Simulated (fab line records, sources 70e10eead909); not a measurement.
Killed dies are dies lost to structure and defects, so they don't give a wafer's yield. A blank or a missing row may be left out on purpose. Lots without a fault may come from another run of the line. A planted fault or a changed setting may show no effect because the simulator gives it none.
A struck lot beside a sound one | flow nand_harc | 20 steps out of a route of 1302
Sound: wafers L400.2, L400.3, L400.6. Struck: wafer L419.3. (L419.5 of the same lot was not struck and is left out.) The cause comes at the end.
At each step with rows: each side's tool, then ch and its chambers, then its first start. Under that, the readings that differ: sound wafers | struck wafers | difference of the means | sigmas: that difference in standard deviations of wafers without a fault.
alike: readings whose means differ by less than 2 such deviations, and words and numbers that are the same on both sides. not compared: withheld readings, readings that some wafer has no value for, bounds like >300 that may hide the same value, and numbers for which the record gives no deviation and whose values overlap.
The two part at a step that has a row with sigmas, a row that says differs or no value, or rows on one side only. Numbers that don't overlap but have no deviation are shown without sigmas and don't part them. A reading that every wafer of one side lacks parts them only if that side has two wafers or more.

NHARC_A_BLC_CMP_25: polishes, t overpolish 30 s, target thk 150 nm.
  sound on cmp-01 ch 0,1,2, day 23 02:58; struck on cmp-02 ch 1, day 31 07:35
  reading                | sound          | struck | difference | sigmas
  time_to_endpoint_s (s) | 26.6 26.8 26.5 | 32.2   | +5.6       | +2
  alike: motor_current_A, overpolish_run_s
  not compared: pad_life_wafers
then, 1 step without rows for these wafers: NHARC_A_BLC_SRD_27.
NHARC_A_BLC_INSPECT_28:
  sound on defect_inspect-02, day 23 03:19; struck on defect_inspect-01, day 31 07:59
  alike: raw_defect_count
then, 8 steps without rows for these wafers: NHARC_A_M0_DEP_00 (deposits SiOC, target thk 150 nm); NHARC_A_M0_DEHYDRATE_01 (time 120 s); NHARC_A_M0_HMDS_02 (time 30 s); NHARC_A_M0_COAT_33 (time 65 s); NHARC_A_M0_COAT_03 (resist thk 90 nm); NHARC_A_M0_SOFTBAKE_04 (time 55 s); NHARC_A_M0_EBR_05; NHARC_A_M0_EXPOSE_06 (exposes mask A M0, target cd 80 nm).
NHARC_A_M0_PEB_07: peb time 65 s.
  sound on litho_track-04 ch 0, day 23 04:17; struck on litho_track-01 ch 0, day 31 08:49
then, 1 step without rows for these wafers: NHARC_A_M0_DEVELOP_08 (develop time 35 s).
NHARC_A_M0_CD_MEAS_09: target cd 80 nm.
  sound on cd_sem-02 ch 0, day 23 04:22; struck on cd_sem-01 ch 0, day 31 08:53
  reading    | sound          | struck | difference | sigmas
  cd_nm (nm) | 80.6 79.6 80.0 | 82.6   | +2.5       | +4
NHARC_A_M0_OVL_MEAS_10: pitch 160 nm.
  sound on overlay-02, day 23 04:28; struck on overlay-01, day 31 08:58
  alike: overlay_x_nm, overlay_y_nm
NHARC_A_M0_INSPECT_11:
  sound on defect_inspect-02, day 23 04:29; struck on defect_inspect-02, day 31 09:01
  alike: raw_defect_count
NHARC_A_M0_DESCUM_14: chemistry O2, time 3 s.
  sound on rie_diel-05 ch 0,2,3, day 23 04:33; struck on rie_diel-05 ch 1, day 31 09:05
  reading               | sound             | struck | difference | sigmas
  model.A_M0.cd_nm (nm) | 80.67 78.98 80.55 | 81.96  | +1.89      |
  alike: drypump_motor_current_A, oes_product_au, rf_vpp_V, showerhead_plenum_p_Torr, throttle_valve_pct
  not compared: rf_hours_counter_h
NHARC_A_M0_ETCH_34: etches the open film in N2/H2, target depth 40 nm, overetch 12 nm, time 43.94 s.
  sound on rie_diel-05 ch 2,3, day 23 04:40; struck on rie_diel-05 ch 2, day 31 09:11
  alike: bias_w, drypump_motor_current_A, oes_product_au, rf_vpp_V, showerhead_plenum_p_Torr, throttle_valve_pct
  not compared: rf_hours_counter_h
NHARC_A_M0_ETCH_15: etches the open film in C4F8/Ar, target depth 150 nm, overetch 15 nm, time 82.5 s.
  sound on rie_diel-05 ch 0,3; struck on rie_diel-05 ch 3
  reading               | sound             | struck | difference | sigmas
  bias_w (W)            | 298.9 301.2 300.1 | 298.1  | -2.0       | -2
  model.A_M0.cd_nm (nm) | 80.18 78.35 79.98 | 81.64  | +2.14      |
  alike: oes_product_au, rf_vpp_V
  not compared: rf_hours_counter_h
NHARC_A_M0_CD_MEAS_16:
  sound on cd_sem-03, day 23 04:54; struck on cd_sem-01, day 31 09:25
  reading    | sound          | struck | difference | sigmas
  cd_nm (nm) | 80.0 78.3 80.2 | 81.5   | +2.0       | +2

WHERE THEY PART
First at NHARC_A_BLC_CMP_25; last, within this record, at NHARC_A_M0_CD_MEAS_16.

WHY: what the simulator had put in
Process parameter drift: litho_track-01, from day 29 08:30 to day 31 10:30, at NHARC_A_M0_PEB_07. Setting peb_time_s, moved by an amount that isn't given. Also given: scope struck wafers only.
